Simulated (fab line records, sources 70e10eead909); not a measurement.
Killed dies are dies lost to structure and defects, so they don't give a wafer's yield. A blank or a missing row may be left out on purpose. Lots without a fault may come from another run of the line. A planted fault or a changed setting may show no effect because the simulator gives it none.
Chamber matching | flow nand_harc | NHARC_A_CHANNEL_FILL_D1_ALD_25 on ald_hk-02: 4 sister chambers
The step deposits SiOx, target thk 60 nm, pulse time 10 s, ald cycles 600. 16 wafers are shown with their chamber, then 8 later ones without.

WAFERS WITH THEIR CHAMBER
wafer  | chamber | heater_power_w (W) | precursor_pulse_height_rel
L075.1 | 2       | 513                | 1.018
L075.3 | 1       | 451                | 1.015
L075.6 | 2       | 521                | 1.035
L077.2 | 1       | 452                | 1.045
L077.4 | 2       | 519                | 1.013
L077.5 | 1       | 457                | 0.949
L081.2 | 3       | 517                | 0.990
L081.4 | 2       | 521                | 0.986
L081.6 | 3       | 515                | 1.005
L084.3 | 0       | 431                | 0.972
L084.2 | 3       | 514                | 1.020
L084.5 | 0       | 436                | 0.988
L085.3 | 2       | 525                | 0.984
L085.2 | 0       | 432                | 0.983
L085.5 | 3       | 525                | 0.986
L091.2 | 1       | 456                | 1.000

SIGNATURES (means of the wafers above)
reading                    | chamber 0 | chamber 1 | chamber 2 | chamber 3 | scatter within a chamber
heater_power_w             | 433.00    | 454.00    | 519.80    | 517.75    | 4
precursor_pulse_height_rel | 0.98100   | 1.00225   | 1.00720   | 1.00025   | 0.0252
Rule: a wafer's distance from a chamber is the root of the sum, over the readings, of the square of ((its reading less the chamber's mean) divided by the reading's scatter). The wafer belongs to the nearest chamber; if the next one is less than 2 further off, it can't be placed. The scatter: the root of (the sum of the squares of (reading less its chamber's mean) over the shown wafers, divided by (wafers less chambers)).

WAFERS WITHOUT THEIR CHAMBER
wafer  | heater_power_w (W) | precursor_pulse_height_rel
L091.4 | 433                | 0.981
L091.6 | 536                | 0.993
L094.2 | 434                | 0.971
L094.5 | 535                | 0.995
L094.6 | 427                | 0.996
L096.1 | 522                | 1.003
L096.4 | 543                | 1.012
L096.5 | 432                | 0.989

WHICH CHAMBER EACH WENT THROUGH
wafer  | from the rows above     | in truth
L091.4 | 0                       | 0
L091.6 | can't be placed: 2 or 3 | 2
L094.2 | 0                       | 0
L094.5 | can't be placed: 2 or 3 | 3
L094.6 | 0                       | 0
L096.1 | can't be placed: 2 or 3 | 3
L096.4 | can't be placed: 2 or 3 | 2
L096.5 | 0                       | 0
Placed correctly: 4 of 8. Can't be placed from these rows: 4 (the true chamber is among the candidates in 4). Placed wrongly: 0.
